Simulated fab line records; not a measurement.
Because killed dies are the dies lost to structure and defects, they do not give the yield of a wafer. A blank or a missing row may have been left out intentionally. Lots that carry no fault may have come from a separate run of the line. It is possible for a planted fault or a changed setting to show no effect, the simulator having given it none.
What tool caused it? -- flow n5-finfet -- 24 lots with 72 wafers sampled at 6 steps, on a route of 1938 steps

== WHAT THE GAUGES SHOWED, per wafer ==
N5_SD_EPI_P_OVL_MEAS_10.
lot,measured,on,SD_P_BLK_OVL (nm)
L074,day 3 09:53,overlay-02,-1.5 -0.7 -0.4
L075,day 3 13:51,overlay-01,0.4 -0.6 -0.3
L076,day 3 21:34,overlay-02,-2.0 -1.5 -1.7
L077,day 4 01:22,overlay-01,-0.4 -0.9 -0.4
L078,day 4 07:39,overlay-01,-1.1 -1.2 -0.7
L079,day 4 10:18,overlay-01,0.5 -0.8 -0.9
L080,day 4 18:32,overlay-01,-0.8 -0.9 -1.1
L081,day 4 23:53,overlay-01,-1.4 -1.0 0.1
L082,day 5 06:01,overlay-02,0.0 -1.1 -1.3
L083,day 5 12:03,overlay-02,-0.3 -0.4 -1.0
L084,day 5 17:29,overlay-01,0.7 -1.2 -0.2
L085,day 6 02:31,overlay-02,-0.6 -0.3 -1.6
L087,day 6 13:20,overlay-01,-0.1 0.4 1.0
L086,day 6 13:33,overlay-01,0.3 -0.7 -0.3
L088,day 6 21:05,overlay-02,-0.5 -0.7 0.8
L089,day 6 23:23,overlay-02,-0.5 -0.5 0.0
L090,day 7 05:26,overlay-02,-0.1 1.3 0.2
L091,day 7 14:44,overlay-02,0.3 -0.4 0.6
L092,day 7 17:23,overlay-02,-0.2 -1.0 -0.3
L093,day 7 22:52,overlay-02,-0.7 -0.1 -0.3
L094,day 8 06:45,overlay-01,-1.6 -0.6 -0.6
L095,day 8 13:25,overlay-01,0.6 0.2 -0.3
L096,day 8 18:48,overlay-01,-0.2 -0.3 -0.1
L097,day 8 23:47,overlay-01,0.4 0.8 -0.6

N5_SD_EPI_P_EPI_MEAS_23.
lot,measured,on,thk-nm (nm)
L074,day 3 13:30,film-metro-01,62.3 61.8 63.3
L075,day 3 17:28,film-metro-01,60.9 63.2 61.4
L076,day 4 01:11,film-metro-02,61.9 59.6 61.7
L077,day 4 04:59,film-metro-01,61.3 61.0 61.6
L078,day 4 11:15,film-metro-02,61.2 59.8 59.3
L079,day 4 13:59,film-metro-01,61.2 61.2 61.5
L080,day 4 22:59,film-metro-02,59.1 61.5 62.5
L081,day 5 03:32,film-metro-02,61.2 62.1 61.0
L082,day 5 09:49,film-metro-02,62.2 60.7 62.9
L083,day 5 15:39,film-metro-02,60.8 60.5 62.9
L084,day 5 21:06,film-metro-01,61.9 62.3 62.3
L085,day 6 06:58,film-metro-02,61.9 61.3 59.5
L087,day 6 17:48,film-metro-02,61.2 62.2 61.7
L086,day 6 17:37,film-metro-02,60.2 60.1 60.9
L088,day 7 01:44,film-metro-02,61.5 61.6 59.2
L089,day 7 03:02,film-metro-02,60.0 61.1 59.8
L090,day 7 09:02,film-metro-01,61.6 60.0 60.3
L091,day 7 20:23,film-metro-01,59.6 59.8 60.1
L092,day 7 21:14,film-metro-02,61.7 62.7 60.7
L093,day 8 03:20,film-metro-01,60.6 64.0 61.3
L094,day 8 11:13,film-metro-02,59.4 61.9 60.1
L095,day 8 20:39,film-metro-02,61.7 61.1 61.0
L096,day 8 22:25,film-metro-01,62.1 60.9 60.4
L097,day 9 03:23,film-metro-01,60.6 61.2 61.2

N5_ILD0_INSPECT_06: inspects for defects (darkfield).
lot,measured,on,raw-defect-count
L074,day 3 21:04,defect-inspect-02,13 18 38
L075,day 4 00:49,defect-inspect-01,63 30 33
L076,day 4 08:24,defect-inspect-01,45 40 23
L077,day 4 12:11,defect-inspect-01,32 43 52
L078,day 4 18:52,defect-inspect-01,30 41 31
L079,day 4 21:23,defect-inspect-01,76 36 50
L080,day 5 06:57,defect-inspect-02,57 47 26
L081,day 5 11:50,defect-inspect-02,31 27 42
L082,day 5 18:05,defect-inspect-02,43 24 27
L083,day 5 22:56,defect-inspect-01,26 21 52
L084,day 6 04:17,defect-inspect-02,49 44 23
L085,day 6 14:34,defect-inspect-02,46 61 50
L087,day 7 01:33,defect-inspect-02,18 28 31
L086,day 7 00:48,defect-inspect-02,32 37 44
L088,day 7 09:28,defect-inspect-02,56 50 54
L089,day 7 11:13,defect-inspect-02,8 18 21
L090,day 7 16:38,defect-inspect-01,27 52 34
L091,day 8 03:50,defect-inspect-01,40 48 49
L092,day 8 05:02,defect-inspect-02,57 29 42
L093,day 8 11:13,defect-inspect-02,12 17 17
L094,day 8 18:43,defect-inspect-02,25 36 28
L095,day 9 04:20,defect-inspect-02,27 22 28
L096,day 9 06:21,defect-inspect-01,40 42 39
L097,day 9 10:40,defect-inspect-02,48 28 39

== WHAT TOOL EACH LOT RAN ON (gives the tool, then ch and the chambers of the sampled wafers, and finally the start) ==
lot,N5_SD_EPI_P_STRIP_40,N5_SD_ACTIVATION_RTA_00,N5_ILD0_LINER_00
L074,"plasma-asher-01 ch 0,1, day 3 10:47","rtp-anneal-01 ch 0, day 3 13:44","ald-sin-02 ch 0,1,3, day 3 14:28"
L075,"plasma-asher-02 ch 0,1, day 3 14:44","rtp-anneal-02 ch 0, day 3 17:51","ald-sin-04 ch 1,2,3, day 3 18:35"
L076,"plasma-asher-02 ch 0, day 3 22:28","rtp-anneal-02 ch 0, day 4 01:25","ald-sin-04 ch 1,2, day 4 02:10"
L077,"plasma-asher-02 ch 1, day 4 02:16","rtp-anneal-01 ch 0, day 4 05:13","ald-sin-03 ch 0,1,2, day 4 05:58"
L078,"plasma-asher-01 ch 0,1, day 4 08:32","rtp-anneal-01 ch 0, day 4 11:27","ald-sin-03 ch 0,1,3, day 4 12:13"
L079,"plasma-asher-02 ch 0,1, day 4 11:15","rtp-anneal-02 ch 0, day 4 14:20","ald-sin-02 ch 0,1,3, day 4 15:06"
L080,"plasma-asher-02 ch 1, day 4 19:26","rtp-anneal-01 ch 0, day 4 23:14","ald-sin-04 ch 0,1,2, day 5 00:17"
L081,"plasma-asher-02 ch 0,1, day 5 00:49","rtp-anneal-01 ch 0, day 5 03:55","ald-sin-04 ch 0,2,3, day 5 04:55"
L082,"plasma-asher-02 ch 0,1, day 5 07:07","rtp-anneal-01 ch 0, day 5 10:05","ald-sin-02 ch 0,1,3, day 5 10:47"
L083,"plasma-asher-01 ch 0,1, day 5 12:56","rtp-anneal-01 ch 0, day 5 15:53","ald-sin-04 ch 1,2,3, day 5 16:38"
L084,"plasma-asher-01 ch 0, day 5 18:22","rtp-anneal-02 ch 0, day 5 21:18","ald-sin-02 ch 0,2,3, day 5 22:04"
L085,"plasma-asher-02 ch 0,1, day 6 03:25","rtp-anneal-02 ch 0, day 6 07:22","ald-sin-03 ch 1,2,3, day 6 08:06"
L087,"plasma-asher-02 ch 0,1, day 6 14:15","rtp-anneal-01 ch 0, day 6 18:05","ald-sin-03 ch 0,1,3, day 6 18:58"
L086,"plasma-asher-02 ch 0,1, day 6 14:54","rtp-anneal-01 ch 0, day 6 17:51","ald-sin-04 ch 0,1, day 6 18:35"
L088,"plasma-asher-02 ch 0,1, day 6 22:11","rtp-anneal-01 ch 0, day 7 01:58","ald-sin-02 ch 0,1,2, day 7 02:43"
L089,"plasma-asher-02 ch 0,1, day 7 00:19","rtp-anneal-01 ch 0, day 7 03:14","ald-sin-02 ch 0,2,3, day 7 04:46"
L090,"plasma-asher-02 ch 0,1, day 7 06:20","rtp-anneal-01 ch 0, day 7 09:31","ald-sin-02 ch 2,3, day 7 10:20"
L091,"plasma-asher-02 ch 0,1, day 7 15:43","rtp-anneal-02 ch 0, day 7 20:36","ald-sin-04 ch 1,2,3, day 7 21:23"
L092,"plasma-asher-01 ch 0,1, day 7 18:31","rtp-anneal-01 ch 0, day 7 21:26","ald-sin-04 ch 1,2, day 7 22:23"
L093,"plasma-asher-02 ch 0,1, day 7 23:46","rtp-anneal-02 ch 0, day 8 03:38","ald-sin-04 ch 0,2,3, day 8 04:20"
L094,"plasma-asher-01 ch 0,1, day 8 07:39","rtp-anneal-01 ch 0, day 8 11:25","ald-sin-03 ch 0,1,3, day 8 12:28"
L095,"plasma-asher-02 ch 0,1, day 8 14:35","rtp-anneal-01 ch 0, day 8 20:51","ald-sin-04 ch 1,3, day 8 21:41"
L096,"plasma-asher-02 ch 0,1, day 8 19:41","rtp-anneal-02 ch 0, day 8 22:40","ald-sin-03 ch 1,2, day 8 23:29"
L097,"plasma-asher-01 ch 0,1, day 9 00:41","rtp-anneal-02 ch 0, day 9 03:43","ald-sin-02 ch 0,1,2, day 9 04:25"
- N5_SD_EPI_P_STRIP_40: strips in N2/H2.
- N5_SD_ACTIVATION_RTA_00: time 0 s.
- N5_ILD0_LINER_00: material SiNx, target thk 4 nm, pulse time 1 s, purge time 2 s.

== WHAT THE TOOLS THEMSELVES READ (means of the sampled wafers that have a number; where no wafer has one, the mark that the record gives instead) ==
N5_SD_EPI_P_STRIP_40.
lot,tool,drypump-motor-current-A (A),heater-power-w (W),n2-flow-sccm (sccm),oes-product-au (a.u.)
L074,plasma-asher-01,5.72,316,1749,0.759
L075,plasma-asher-02,5.86,358,1753,0.746
L076,plasma-asher-02,6.26,324,1755,0.760
L077,plasma-asher-02,5.64,379,1755,0.754
L078,plasma-asher-01,5.79,324,1756,0.762
L079,plasma-asher-02,6.04,337,1755,0.763
L080,plasma-asher-02,5.67,380,1744,0.759
L081,plasma-asher-02,6.07,343,1746,0.756
L082,plasma-asher-02,6.07,339,1751,0.772
L083,plasma-asher-01,5.79,319,1752,0.773
L084,plasma-asher-01,5.86,323,1751,0.763
L085,plasma-asher-02,5.86,359,1752,0.751
L087,plasma-asher-02,5.87,362,1753,0.764
L086,plasma-asher-02,6.05,341,1753,0.761
L088,plasma-asher-02,5.87,368,1750,0.759
L089,plasma-asher-02,5.83,358,1751,0.761
L090,plasma-asher-02,5.86,360,1752,0.758
L091,plasma-asher-02,6.04,343,1749,0.767
L092,plasma-asher-01,5.79,321,1748,0.753
L093,plasma-asher-02,6.05,344,1749,0.758
L094,plasma-asher-01,5.80,318,1750,0.758
L095,plasma-asher-02,5.87,363,1740,0.760
L096,plasma-asher-02,5.87,355,1745,0.778
L097,plasma-asher-01,5.79,321,1754,0.763

N5_SD_ACTIVATION_RTA_00.
lot,tool,lamp-power-pct (%),lamp_zone_4_pct (%),lamp_zone_5_pct (%),lamp_zone_6_pct (%),wafer_temp_C_max
L074,rtp-anneal-01,8.97,8.959,8.978,8.905,973.7
L075,rtp-anneal-02,8.91,8.938,8.950,8.888,977.4
L076,rtp-anneal-02,8.98,8.960,8.981,8.892,973.3
L077,rtp-anneal-01,8.95,8.966,8.936,8.877,974.6
L078,rtp-anneal-01,8.97,8.941,8.957,8.901,976.3
L079,rtp-anneal-02,8.94,8.969,8.967,8.863,975.8
L080,rtp-anneal-01,9.01,8.957,8.954,8.905,974.7
L081,rtp-anneal-01,8.94,8.935,8.935,8.891,975.1
L082,rtp-anneal-01,8.98,8.950,8.951,8.873,974.9
L083,rtp-anneal-01,8.97,8.961,8.944,8.866,974.7
L084,rtp-anneal-02,8.94,8.962,8.933,8.907,974.0
L085,rtp-anneal-02,9.00,8.958,8.981,8.868,973.5
L087,rtp-anneal-01,8.95,8.956,8.966,8.888,974.2
L086,rtp-anneal-01,8.96,8.961,8.961,8.875,976.1
L088,rtp-anneal-01,8.99,8.961,8.952,8.879,973.0
L089,rtp-anneal-01,8.93,8.940,8.935,8.862,974.8
L090,rtp-anneal-01,8.92,8.940,8.945,8.868,975.2
L091,rtp-anneal-02,8.96,8.956,8.957,8.874,971.9
L092,rtp-anneal-01,8.96,8.949,8.959,8.878,976.3
L093,rtp-anneal-02,9.03,8.938,8.970,8.879,972.5
L094,rtp-anneal-01,8.95,8.943,8.969,8.870,974.2
L095,rtp-anneal-01,8.94,8.936,8.957,8.862,976.1
L096,rtp-anneal-02,8.99,8.968,8.961,8.860,974.8
L097,rtp-anneal-02,8.94,8.958,8.946,8.895,975.0

N5_ILD0_LINER_00.
lot,tool,heater-power-w (W),precursor-pulse-height-rel
L074,ald-sin-02,907,1.013
L075,ald-sin-04,773,1.004
L076,ald-sin-04,784,0.989
L077,ald-sin-03,802,1.005
L078,ald-sin-03,845,1.004
L079,ald-sin-02,887,0.999
L080,ald-sin-04,798,1.002
L081,ald-sin-04,792,1.000
L082,ald-sin-02,897,0.989
L083,ald-sin-04,767,1.017
L084,ald-sin-02,877,1.011
L085,ald-sin-03,859,1.006
L087,ald-sin-03,832,0.982
L086,ald-sin-04,801,0.995
L088,ald-sin-02,901,0.983
L089,ald-sin-02,865,0.995
L090,ald-sin-02,875,0.977
L091,ald-sin-04,777,0.998
L092,ald-sin-04,787,1.005
L093,ald-sin-04,802,1.008
L094,ald-sin-03,843,0.993
L095,ald-sin-04,761,0.987
L096,ald-sin-03,840,1.003
L097,ald-sin-02,883,0.994

== THE ANSWER, worked out from the rows above alone ==
Rule: usual is defined by the lots themselves. Put in order of their means at a reading, lots are off if they are a third of the lots or fewer, leave a main group of 4 or more, and stand apart from it by a gap of 3 or more times the standard deviation of the main group's means; of several such gaps the widest counts. The tables above print the reading to a certain number of digits; a main group whose means all agree to those digits is not used. Also off: a lot with no number at a reading for which 4 or more lots have one. The other lots that the step has rows for count as sound. The gauges are gone through in route order, then the tools' own readings, and for those a lot's mean is taken as printed above. At the first step where some lot is off, the reading lying furthest off is the one used; lots without a number count as furthest.
Nothing can be told from this: no lot is off at any reading shown.

== WHAT WAS PUT IN BY THE SIMULATOR ==
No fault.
